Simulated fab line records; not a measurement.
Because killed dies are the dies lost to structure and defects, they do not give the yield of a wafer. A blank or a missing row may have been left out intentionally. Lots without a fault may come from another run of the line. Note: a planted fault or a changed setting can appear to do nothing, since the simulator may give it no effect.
Split-lot trial || flow n5_finfet || 21 wafers read across 7 lots, on a route 1938 steps long

## ON THE SPLIT
At N5_BEOL_M15_ILD_DEP_00 (deposits SiO2 from TEOS/O2, target thk 1629.3 nm, time 346.1 s), the setting time_s was moved away from the recipe's 346.1 s on 7 of the 21 wafers read, by -14.9% to +6.8%. All remaining wafers had this setting at the recipe value.

The file shows no step between the split and the reading.

## THE READING
M15_ILD_THK, in nm, at N5_BEOL_M15_THK_MEAS_01. Typical for fault-free wafers on this fab line: 1626 nm, with standard deviation 24 nm.

{"wafer": "L077.1", "tool, chamber at the split": "pecvd-01, 2", "time_s as run, s": 346.1, "against the recipe": "recipe", "M15_ILD_THK, nm": 1633, "against lot-mates on the recipe": "-"}
{"wafer": "L077.2", "tool, chamber at the split": "pecvd-01, 1", "time_s as run, s": 346.1, "against the recipe": "recipe", "M15_ILD_THK, nm": 1614, "against lot-mates on the recipe": "-"}
{"wafer": "L077.3", "tool, chamber at the split": "pecvd-01, 0", "time_s as run, s": 359.8, "against the recipe": "+4.0%", "M15_ILD_THK, nm": 1657, "against lot-mates on the recipe": "+34"}
{"wafer": "L076.2", "tool, chamber at the split": "pecvd-04, 1", "time_s as run, s": 346.1, "against the recipe": "recipe", "M15_ILD_THK, nm": 1624, "against lot-mates on the recipe": "-"}
{"wafer": "L076.4", "tool, chamber at the split": "pecvd-04, 2", "time_s as run, s": 346.1, "against the recipe": "recipe", "M15_ILD_THK, nm": 1599, "against lot-mates on the recipe": "-"}
{"wafer": "L076.6", "tool, chamber at the split": "pecvd-04, 1", "time_s as run, s": 346.1, "against the recipe": "recipe", "M15_ILD_THK, nm": 1671, "against lot-mates on the recipe": "-"}
{"wafer": "L080.2", "tool, chamber at the split": "pecvd-01, 1", "time_s as run, s": 333, "against the recipe": "-3.8%", "M15_ILD_THK, nm": 1537, "against lot-mates on the recipe": -86}
{"wafer": "L080.4", "tool, chamber at the split": "pecvd-01, 0", "time_s as run, s": 346.1, "against the recipe": "recipe", "M15_ILD_THK, nm": 1613, "against lot-mates on the recipe": "-"}
{"wafer": "L080.5", "tool, chamber at the split": "pecvd-01, 1", "time_s as run, s": 346.1, "against the recipe": "recipe", "M15_ILD_THK, nm": 1633, "against lot-mates on the recipe": "-"}
{"wafer": "L090.3", "tool, chamber at the split": "pecvd-01, 1", "time_s as run, s": 346.1, "against the recipe": "recipe", "M15_ILD_THK, nm": 1622, "against lot-mates on the recipe": "-"}
{"wafer": "L090.4", "tool, chamber at the split": "pecvd-01, 0", "time_s as run, s": 346.1, "against the recipe": "recipe", "M15_ILD_THK, nm": 1645, "against lot-mates on the recipe": "-"}
{"wafer": "L090.6", "tool, chamber at the split": "pecvd-01, 2", "time_s as run, s": 316.9, "against the recipe": "-8.4%", "M15_ILD_THK, nm": 1551, "against lot-mates on the recipe": -82}
{"wafer": "L094.1", "tool, chamber at the split": "pecvd-01, 2", "time_s as run, s": 294.5, "against the recipe": "-14.9%", "M15_ILD_THK, nm": 1394, "against lot-mates on the recipe": -270}
{"wafer": "L094.3", "tool, chamber at the split": "pecvd-01, 0", "time_s as run, s": 294.5, "against the recipe": "-14.9%", "M15_ILD_THK, nm": 1397, "against lot-mates on the recipe": -267}
{"wafer": "L094.5", "tool, chamber at the split": "pecvd-01, 0", "time_s as run, s": 346.1, "against the recipe": "recipe", "M15_ILD_THK, nm": 1664, "against lot-mates on the recipe": "-"}
{"wafer": "L093.1", "tool, chamber at the split": "pecvd-02, 0", "time_s as run, s": 346.1, "against the recipe": "recipe", "M15_ILD_THK, nm": 1637, "against lot-mates on the recipe": "-"}
{"wafer": "L093.4", "tool, chamber at the split": "pecvd-02, 1", "time_s as run, s": 308.1, "against the recipe": "-11.0%", "M15_ILD_THK, nm": 1446, "against lot-mates on the recipe": -179}
{"wafer": "L093.5", "tool, chamber at the split": "pecvd-02, 1", "time_s as run, s": 346.1, "against the recipe": "recipe", "M15_ILD_THK, nm": 1613, "against lot-mates on the recipe": "-"}
{"wafer": "L097.2", "tool, chamber at the split": "pecvd-04, 0", "time_s as run, s": 369.5, "against the recipe": "+6.8%", "M15_ILD_THK, nm": 1728, "against lot-mates on the recipe": "+110"}
{"wafer": "L097.3", "tool, chamber at the split": "pecvd-04, 2", "time_s as run, s": 346.1, "against the recipe": "recipe", "M15_ILD_THK, nm": 1600, "against lot-mates on the recipe": "-"}
{"wafer": "L097.4", "tool, chamber at the split": "pecvd-04, 1", "time_s as run, s": 346.1, "against the recipe": "recipe", "M15_ILD_THK, nm": 1637, "against lot-mates on the recipe": "-"}

THE FIT
A straight line over all 21 wafers: M15_ILD_THK changes by +14.9 nm for each +1% of time_s; r = +0.96; the points scatter about the line by 24 nm.
The same after taking each lot's own level away (the mean of its wafers on the recipe; 21 wafers): +16.5 nm for each +1%; r = +0.97; scatter 23 nm.
According to that fit, moving time_s by its largest amount changes the reading by 2.5e+02 nm.
The span of the lots' own levels, 1618.5 to 1664.0 nm, comes to 1.9 times the standard deviation stated above.
The two slopes are in agreement: the lot-to-lot level therefore moves the slope only a little.
Check: for one of the wafers moved furthest among these (-14.9%), held out of the fit, the line's prediction against its lot-mates is -239 nm. Against them it came out at -270 nm.

## OTHER SPLITS ON THESE WAFERS
These wafers also went through other splits before the reading. Each is held against what the fit with the lots' levels taken away leaves over:
{"other split on the same wafers": "N5_BEOL_M14_EXPOSE_25 dose_mj", "wafers away from the commonest value": 5, "r with M15_ILD_THK (lot level and that fit taken away)": "+0.00"}
{"other split on the same wafers": "N5_BEOL_M14_TRENCH_ETCH_34 time_s", "wafers away from the commonest value": 6, "r with M15_ILD_THK (lot level and that fit taken away)": -0.02}
{"other split on the same wafers": "N5_BEOL_M14_SPUTTER_45 power_w", "wafers away from the commonest value": 4, "r with M15_ILD_THK (lot level and that fit taken away)": "+0.02"}

## THE WHOLE CHAIN: every reading that the file lists as answering this split, in the file's order
{"step": "N5_BEOL_M15_ILD_DEP_00", "what it does": "deposits SiO2 from TEOS/O2, target thk 1629.3 nm, time 346.1 s", "reading": "SiO2_of_BEOL_M15_ILD_DEP_00.thk_nm (the simulator's own value, which no gauge read)", "change (the file's fit)": "+16.1 nm for each +1% of the setting", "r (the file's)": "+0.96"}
{"step": "N5_BEOL_M15_THK_MEAS_01", "what it does": "", "reading": "M15_ILD_THK", "change (the file's fit)": "+16.1 for each +1% of the setting", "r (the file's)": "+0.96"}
{"step": "N5_BEOL_M15_VIA_ETCH_16", "what it does": "etches SiO2 in C4F8/O2/Ar, target depth 1792.2 nm", "reading": "etch.depth_nm (the simulator's own value, which no gauge read)", "change (the file's fit)": "+16.1 nm for each +1% of the setting", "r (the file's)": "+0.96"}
{"step": "N5_BEOL_M15_VIA_ETCH_16", "what it does": "etches SiO2 in C4F8/O2/Ar, target depth 1792.2 nm", "reading": "coat_of_BEOL_M15_COAT_04.thk_nm (the simulator's own value, which no gauge read)", "change (the file's fit)": "-4.18 nm for each +1% of the setting", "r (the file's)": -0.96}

## FILE'S OWN FIT
M15_ILD_THK changes by +16.1 nm for each +1% of time_s, r = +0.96.
